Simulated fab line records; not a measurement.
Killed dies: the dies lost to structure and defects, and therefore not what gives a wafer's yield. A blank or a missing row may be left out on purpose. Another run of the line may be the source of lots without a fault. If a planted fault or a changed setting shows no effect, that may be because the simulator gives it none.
3 desks looking at one fault    flow n5-finfet    every desk sees just its own numbers, and what lay behind them comes last

## THE DEFECT DESK
Lot by lot, what the route's inspections counted, given as the mean of those sampled wafers with a number. A lot is out of limits, marked OUT, if its mean lies more than 4 standard deviations from the usual mean; the brackets give that distance.
Columns: A = raw-defect-count at N5_BEOL_M2_INSPECT_59, usual 71
lot   first seen here  A
L365  day 6 22:16      93
L366  day 7 01:36      96
L369  day 7 19:01      39
L371  day 8 09:57      67
L373  day 8 22:51      92
L375  day 9 13:01      100
L376  day 10 06:56     74
L381  day 11 05:38     81
L388  day 13 00:18     50
This desk found nothing out of limits on any of the 9 lots.

## THE TOOL OWNER'S DESK: pecvd-04
The tool's own readings at N5_BEOL_M3_ILD_DEP_00 (deposits SiOC from DEMS/O2, target thk 79 nm, time 15.3 s): means of the sampled wafers that have a number, for each lot that ran on this tool. A lot is out of limits, marked OUT, if its mean lies more than 4 standard deviations from the usual mean; the brackets give that distance.
Columns: A = heater-power-w at N5_BEOL_M3_ILD_DEP_00, usual 423 W; B = rf-fwd-power-W at N5_BEOL_M3_ILD_DEP_00, usual 492.7 W; C = showerhead-plenum-p-Torr at N5_BEOL_M3_ILD_DEP_00, usual 5.687 Torr; D = throttle-valve-pct at N5_BEOL_M3_ILD_DEP_00, usual 12.1 %
lot   first seen here  A    B      C      D
L365  day 6 22:18      460  493.0  5.683  11.2
L371  day 8 09:59      426  490.9  5.701  11.8
L373  day 8 22:53      410  493.4  5.698  11.9
L375  day 9 13:03      418  494.5  5.697  11.8
L381  day 11 05:40     426  492.4  5.689  11.2
This desk found nothing out of limits on any of the 5 lots.

## FROM THE METROLOGY DESK
Means of the sampled wafers that have a number, per lot and without regard to the tool the lot ran on: this is what the gauges read. A lot is out of limits, marked OUT, if its mean lies more than 4 standard deviations from the usual mean; the brackets give that distance. 7 of its 13 readings are shown: the first one out of limits and those lying furthest out on some lot.
Columns: A = M3_ILD_THK at N5_BEOL_M3_THK_MEAS_01, usual 79.0 nm; B = CHAIN_V2 at N5_BEOL_M4_RC_MEAS_101, usual 234 ohm/link; C = CHAIN_V2_max_site at N5_BEOL_M4_RC_MEAS_101, usual 243 ohm/link; D = DIBL_N at N5_BEOL_M4_RC_MEAS_101, usual 36.1 mV/V; E = DIBL_P at N5_BEOL_M4_RC_MEAS_101, usual 36.1 mV/V; F = IOFF_P at N5_BEOL_M4_RC_MEAS_101, usual 0.201 nA/um; G = VT_P at N5_BEOL_M4_RC_MEAS_101, usual -251.3 mV
lot   first seen here  A                B    C    D     E     F      G
L365  day 6 22:22      79.7             228  234  35.5  34.8  0.197  -250.3
L366  day 7 01:42      78.7             231  239  33.8  33.7  0.169  -254.7
L369  day 7 19:07      78.9             237  244  35.3  36.0  0.208  -249.2
L371  day 8 10:04      78.2             231  240  35.2  35.7  0.194  -249.1
L373  day 8 22:57      78.4             224  231  35.9  36.0  0.198  -249.4
L375  day 9 13:07      95.7 (+18) OUT   229  239  36.3  35.5  0.184  -253.3
L376  day 10 07:02     78.2             246  256  35.8  36.0  0.206  -249.6
L381  day 11 05:44     87.0 (+8.6) OUT  234  240  36.6  38.8  0.212  -251.7
L388  day 13 00:25     79.5             230  241  35.3  36.0  0.164  -255.2
This desk reports L375, L381 out of limits; the earliest was L375 at day 9 13:07 (M3_ILD_THK at N5_BEOL_M3_THK_MEAS_01). In limits: L365, L366, L369, L371, L373, L376, L388.

## PUT TOGETHER
The metrology desk could have raised an alarm at day 9 13:07, on L375, L381.
No out-of-limits result turned up at the defect desk.
Nothing out of limits was seen by the tool owner's desk.
The defect desk has L375, L381 on record, within its limits.
Tool owner's desk: L375, L381 on record, inside its limits.
On pecvd-04, each named lot ran N5_BEOL_M3_ILD_DEP_00.

## WHAT WAS PUT IN BY THE SIMULATOR
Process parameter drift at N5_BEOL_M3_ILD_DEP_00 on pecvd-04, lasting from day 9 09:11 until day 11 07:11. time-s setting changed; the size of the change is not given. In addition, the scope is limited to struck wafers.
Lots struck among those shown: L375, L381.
Hours from the fault's start to each desk's first reading out of limits: the metrology desk, 4.
